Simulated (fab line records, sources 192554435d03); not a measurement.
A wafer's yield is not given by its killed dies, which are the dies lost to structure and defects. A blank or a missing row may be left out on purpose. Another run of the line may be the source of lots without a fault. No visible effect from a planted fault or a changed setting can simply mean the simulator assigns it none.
Which tool did it? | flow n5-finfet | 24 lots with 72 wafers sampled at 3 steps, on a route of 1938 steps

WHAT THE GAUGES SHOWED, per wafer
N5_DUMMY_GATE_INSPECT_27: inspects for defects (brightfield). Usual: 283 for raw-defect-count, sd 68.
lot  | measured    | on                | raw-defect-count | flag
L074 | day 3 03:11 | defect-inspect-01 | 217 224 261      |
L075 | day 3 05:53 | defect-inspect-02 | 463 262 479      |
L076 | day 3 12:54 | defect-inspect-02 | 341 334 298      |
L077 | day 3 18:43 | defect-inspect-01 | 280 176 218      |
L078 | day 4 00:40 | defect-inspect-01 | 328 396 281      |
L079 | day 4 06:39 | defect-inspect-02 | 232 284 300      |
L080 | day 4 13:07 | defect-inspect-01 | 328 261 340      |
L081 | day 4 18:01 | defect-inspect-01 | 263 253 310      |
L082 | day 4 23:18 | defect-inspect-01 | 257 217 219      |
L083 | day 5 11:04 | defect-inspect-01 | 243 386 291      |
L084 | day 5 17:09 | defect-inspect-01 | 346 225 278      |
L085 | day 6 02:25 | defect-inspect-01 | 212 148 167      |
L086 | day 6 06:30 | defect-inspect-01 | 353 299 332      |
L087 | day 6 10:56 | defect-inspect-01 | 196 308 310      |
L088 | day 6 17:56 | defect-inspect-02 | 289 293 318      |
L089 | day 6 19:36 | defect-inspect-02 | 283 288 235      |
L090 | day 7 03:21 | defect-inspect-01 | 228 332 331      |
L091 | day 7 06:22 | defect-inspect-01 | 261 274 226      |
L092 | day 7 15:13 | defect-inspect-02 | 292 188 234      |
L093 | day 7 20:09 | defect-inspect-02 | 309 491 401      |
L094 | day 8 01:35 | defect-inspect-01 | 386 290 265      |
L095 | day 8 08:02 | defect-inspect-01 | 233 262 305      |
L096 | day 8 12:06 | defect-inspect-02 | 342 272 378      |
L097 | day 8 23:12 | defect-inspect-01 | 289 268 184      |

N5_SD_EPI_P_CD_MEAS_09: target cd 240 nm. Usual: 240.0 nm for cd-nm, sd 0.78.
lot  | measured    | on        | cd-nm (nm)        | flag
L074 | day 3 10:22 | cd-sem-01 | 239.6 238.1 240.6 |
L075 | day 3 12:05 | cd-sem-01 | 239.7 239.5 239.9 |
L076 | day 3 20:53 | cd-sem-03 | 242.1 241.2 240.3 |
L077 | day 4 01:28 | cd-sem-03 | 239.7 240.2 239.5 |
L078 | day 4 06:39 | cd-sem-03 | 240.4 241.4 241.5 |
L079 | day 4 12:53 | cd-sem-01 | 239.7 240.9 239.1 |
L080 | day 4 19:35 | cd-sem-01 | 241.6 239.9 239.6 |
L081 | day 5 01:13 | cd-sem-03 | 240.1 240.6 240.7 |
L082 | day 5 07:53 | cd-sem-02 | 240.1 240.9 240.1 |
L083 | day 5 18:18 | cd-sem-01 | 239.1 239.8 239.8 |
L084 | day 6 00:08 | cd-sem-01 | 238.9 239.1 240.2 |
L085 | day 6 09:36 | cd-sem-03 | 238.8 238.9 237.9 |
L086 | day 6 12:14 | cd-sem-01 | 239.8 240.3 241.4 |
L087 | day 6 16:29 | cd-sem-03 | 240.3 240.4 239.2 |
L088 | day 6 23:32 | cd-sem-01 | 240.3 239.8 239.7 |
L089 | day 7 00:55 | cd-sem-01 | 239.9 240.2 240.0 |
L090 | day 7 09:28 | cd-sem-01 | 240.0 240.3 240.5 |
L091 | day 7 12:01 | cd-sem-03 | 240.1 240.5 238.3 |
L092 | day 7 21:47 | cd-sem-02 | 239.1 239.5 238.7 |
L093 | day 8 02:13 | cd-sem-01 | 240.8 239.4 239.2 |
L094 | day 8 08:50 | cd-sem-03 | 239.8 240.4 240.0 |
L095 | day 8 14:21 | cd-sem-01 | 241.4 240.7 240.3 |
L096 | day 8 20:40 | cd-sem-02 | 241.1 241.1 240.8 |
L097 | day 9 04:38 | cd-sem-02 | 239.1 239.9 240.2 |

WHICH TOOL RAN EACH LOT (tool, then ch and the chambers of the sampled wafers, then the start)
lot  | N5_SD_EPI_N_STRIP_38
L074 | plasma-asher-01 ch 0,1, day 3 05:05
L075 | plasma-asher-01 ch 0,1, day 3 07:45
L076 | plasma-asher-02 ch 0,1, day 3 15:22
L077 | plasma-asher-02 ch 0,1, day 3 20:55
L078 | plasma-asher-02 ch 0,1, day 4 02:29
L079 | plasma-asher-02 ch 0,1, day 4 08:31
L080 | plasma-asher-01 ch 0,1, day 4 15:01
L081 | plasma-asher-01 ch 1, day 4 21:30
L082 | plasma-asher-01 ch 0,1, day 5 04:28
L083 | plasma-asher-01 ch 0,1, day 5 13:35
L084 | plasma-asher-01 ch 0,1, day 5 20:08
L085 | plasma-asher-01 ch 0,1, day 6 04:17
L086 | plasma-asher-02 ch 0,1, day 6 08:25
L087 | plasma-asher-01 ch 0,1, day 6 12:53
L088 | plasma-asher-01 ch 0,1, day 6 20:05
L089 | plasma-asher-02 ch 0,1, day 6 21:28
L090 | plasma-asher-02 ch 0,1, day 7 05:53
L091 | plasma-asher-01 ch 0,1, day 7 08:26
L092 | plasma-asher-01 ch 0,1, day 7 17:13
L093 | plasma-asher-01 ch 0,1, day 7 22:47
L094 | plasma-asher-01 ch 0,1, day 8 03:38
L095 | plasma-asher-01 ch 0, day 8 09:55
L096 | plasma-asher-02 ch 0,1, day 8 16:47
L097 | plasma-asher-01 ch 0,1, day 9 01:05
- N5_SD_EPI_N_STRIP_38: strips in N2/H2.

AS READ BY THE TOOLS THEMSELVES (means over the sampled wafers that have a number; for cases with no such wafer, the mark the record gives instead)
N5_SD_EPI_N_STRIP_38. Usual: drypump-motor-current-A 5.5 A, standard deviation 0.5; heater-power-w 325 W, standard deviation 7.9; n2-flow-sccm 1750 sccm, standard deviation 4.7; oes-product-au 0.763 a.u., standard deviation 0.01.
lot  | tool            | drypump-motor-current-A (A) | heater-power-w (W) | n2-flow-sccm (sccm) | oes-product-au (a.u.) | flag
L074 | plasma-asher-01 | 5.5                         | 320                | 1751                | 0.757                 |
L075 | plasma-asher-01 | 5.5                         | 320                | 1751                | 0.760                 |
L076 | plasma-asher-02 | 5.7                         | 333                | 1749                | 0.759                 |
L077 | plasma-asher-02 | 5.7                         | 329                | 1752                | 0.761                 |
L078 | plasma-asher-02 | 5.6                         | 335                | 1745                | 0.762                 |
L079 | plasma-asher-02 | 6.0                         | 332                | 1751                | 0.765                 |
L080 | plasma-asher-01 | 5.5                         | 322                | 1753                | 0.762                 |
L081 | plasma-asher-01 | 5.8                         | 319                | 1759                | 0.763                 |
L082 | plasma-asher-01 | 5.2                         | 319                | 1746                | 0.757                 |
L083 | plasma-asher-01 | 5.2                         | 327                | 1751                | 0.774                 |
L084 | plasma-asher-01 | 5.5                         | 314                | 1755                | 0.753                 |
L085 | plasma-asher-01 | 5.5                         | 322                | 1745                | 0.753                 |
L086 | plasma-asher-02 | 6.0                         | 329                | 1750                | 0.756                 |
L087 | plasma-asher-01 | 5.5                         | 320                | 1756                | 0.767                 |
L088 | plasma-asher-01 | 5.5                         | 326                | 1752                | 0.765                 |
L089 | plasma-asher-02 | 6.0                         | 328                | 1750                | 0.757                 |
L090 | plasma-asher-02 | 5.7                         | 335                | 1752                | 0.762                 |
L091 | plasma-asher-01 | 5.3                         | 321                | 1754                | 0.765                 |
L092 | plasma-asher-01 | 5.3                         | 316                | 1750                | 0.769                 |
L093 | plasma-asher-01 | 5.5                         | 319                | 1749                | 0.766                 |
L094 | plasma-asher-01 | 5.2                         | 317                | 1750                | 0.764                 |
L095 | plasma-asher-01 | 5.0                         | 323                | 1749                | 0.771                 |
L096 | plasma-asher-02 | 6.0                         | 333                | 1747                | 0.771                 |
L097 | plasma-asher-01 | 5.3                         | 320                | 1751                | 0.774                 |

THE ANSWER, worked out from the rows above alone
Rule: a lot is off if the mean of its wafers that have a number lies more than 3 standard deviations from the usual mean. A lot without any number at a reading at which 4 lots or more have one is off too. Any other lot the step has rows for is counted as sound. After the gauges, taken in route order, come the tools' own readings; for these a lot's mean is taken, as printed above. At the first step where some lot is off, the reading lying furthest off is the one used; lots without a number count as furthest.
None of the lots is off at any reading shown; this tells nothing.

WHAT HAD BEEN PUT IN BY THE SIMULATOR
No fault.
